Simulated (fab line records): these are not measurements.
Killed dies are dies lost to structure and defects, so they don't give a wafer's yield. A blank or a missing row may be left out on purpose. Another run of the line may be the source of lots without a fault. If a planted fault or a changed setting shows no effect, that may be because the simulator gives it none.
Split-lot experiment    flow n5 finfet    7 lots, 39 wafers read, on a route of 1938 steps

## SPLIT DETAILS
At N5_MIM_BOT_SPUTTER_00 (material TiN, target thk 35 nm, time 89.7 s), the setting target thk a was moved away from the recipe's 350 angstrom on 15 of the 39 wafers read, by -55.3% to +46.2%. The other wafers ran this setting at the recipe's value.

The reading comes from the split's own step.

## THE READING
TiN_of_MIM_BOT_SPUTTER_00.thk nm (the simulator's own value, which no gauge read), in nm, at N5_MIM_BOT_SPUTTER_00 (material TiN, target thk 35 nm, time 89.7 s). The file does not state a usual value for it. The 24 wafers here that ran the recipe average 35.0 nm, standard deviation 0.3 nm.

wafer   tool, chamber at the split  target thk a as run, angstrom  against the recipe  TiN_of_MIM_BOT_SPUTTER_00.thk nm, nm  against lot-mates on the recipe
L074.1  pvd sputter-01, -           179.6                          -48.7%              18                                    -17.3
L074.2  pvd sputter-01, -           350                            recipe              35.2                                  -
L074.3  pvd sputter-01, -           350                            recipe              35.6                                  -
L074.4  pvd sputter-01, -           179.6                          -48.7%              18.4                                  -16.9
L074.5  pvd sputter-01, -           350                            recipe              35                                    -
L074.6  pvd sputter-01, -           179.6                          -48.7%              18.2                                  -17.1
L075.1  pvd sputter-03, -           457.8                          +30.8%              45.6                                  +10.5
L075.2  pvd sputter-03, -           350                            recipe              35.4                                  -
L075.3  pvd sputter-03, -           350                            recipe              35.2                                  -
L075.4  pvd sputter-03, -           457.8                          +30.8%              46                                    +10.9
L075.5  pvd sputter-03, -           457.8                          +30.8%              46                                    +10.9
L075.6  pvd sputter-03, -           350                            recipe              34.8                                  -
L078.1  pvd sputter-02, -           350                            recipe              35                                    -
L078.2  pvd sputter-02, -           350                            recipe              35                                    -
L078.3  pvd sputter-02, -           350                            recipe              34.6                                  -
L078.4  pvd sputter-02, -           350                            recipe              35.4                                  -
L078.5  pvd sputter-02, -           350                            recipe              34.8                                  -
L078.6  pvd sputter-02, -           350                            recipe              34.8                                  -
L083.1  pvd sputter-03, -           509.5                          +45.6%              50.6                                  +15.9
L083.2  pvd sputter-03, -           509.5                          +45.6%              50.8                                  +16.1
L083.3  pvd sputter-03, -           509.5                          +45.6%              50.8                                  +16.1
L083.4  pvd sputter-03, -           350                            recipe              34.8                                  -
L083.5  pvd sputter-03, -           350                            recipe              34.6                                  -
L083.6  pvd sputter-03, -           350                            recipe              34.6                                  -
L089.2  pvd sputter-03, -           350                            recipe              34.6                                  -
L089.4  pvd sputter-03, -           350                            recipe              35                                    -
L089.5  pvd sputter-03, -           350                            recipe              35                                    -
L088.1  pvd sputter-02, -           350                            recipe              35.2                                  -
L088.2  pvd sputter-02, -           156.6                          -55.3%              15.6                                  -19.8
L088.3  pvd sputter-02, -           350                            recipe              35.4                                  -
L088.4  pvd sputter-02, -           156.6                          -55.3%              16.6                                  -18.8
L088.5  pvd sputter-02, -           156.6                          -55.3%              16.2                                  -19.2
L088.6  pvd sputter-02, -           350                            recipe              35.6                                  -
L093.1  pvd sputter-02, -           350                            recipe              35.2                                  -
L093.4  pvd sputter-02, -           350                            recipe              35.2                                  -
L093.2  pvd sputter-02, -           511.7                          +46.2%              51.8                                  +16.7
L093.3  pvd sputter-02, -           511.7                          +46.2%              51                                    +15.9
L093.5  pvd sputter-02, -           350                            recipe              35                                    -
L093.6  pvd sputter-02, -           511.7                          +46.2%              51.2                                  +16.1

FIT RESULTS
A straight line over all 39 wafers: TiN_of_MIM_BOT_SPUTTER_00.thk nm changes by +0.346 nm for each +1% of target thk a; r = +1.00; the points scatter about the line by 0.31 nm.
The same after taking each lot's own level away (the mean of its wafers on the recipe; 39 wafers): +0.35 nm for each +1%; r = +1.00; scatter 0.24 nm.
The reading moves by 19 nm for the largest change in target thk a, on that fit.
The span of the lots' own levels, 34.67 to 35.40 nm, comes to 2.4 times the standard deviation stated above.
The two slopes agree, so the slope changes little with the lot-to-lot level.
Check: with one of the wafers moved furthest among these (-55.3%) left out of the fit, the line predicts -19.3 nm for it against its lot-mates. Against them it came out at -19.8 nm.

## OTHER SPLITS APPLIED TO THESE WAFERS
These wafers also went through other splits before the reading. Each is held against what the fit with the lots' levels taken away leaves over:
other split on the same wafers  wafers away from the commonest value  r with TiN_of_MIM_BOT_SPUTTER_00.thk nm (lot level and that fit taken away)
N5_BEOL_M9_ETCH_66 time s       15                                    +0.06
N5_BEOL_M12_ILD_DEP_00 time s   18                                    +0.25

## FILE'S OWN FIT
TiN_of_MIM_BOT_SPUTTER_00.thk nm changes by +0.35 nm for each +1% of target thk a, r = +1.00.
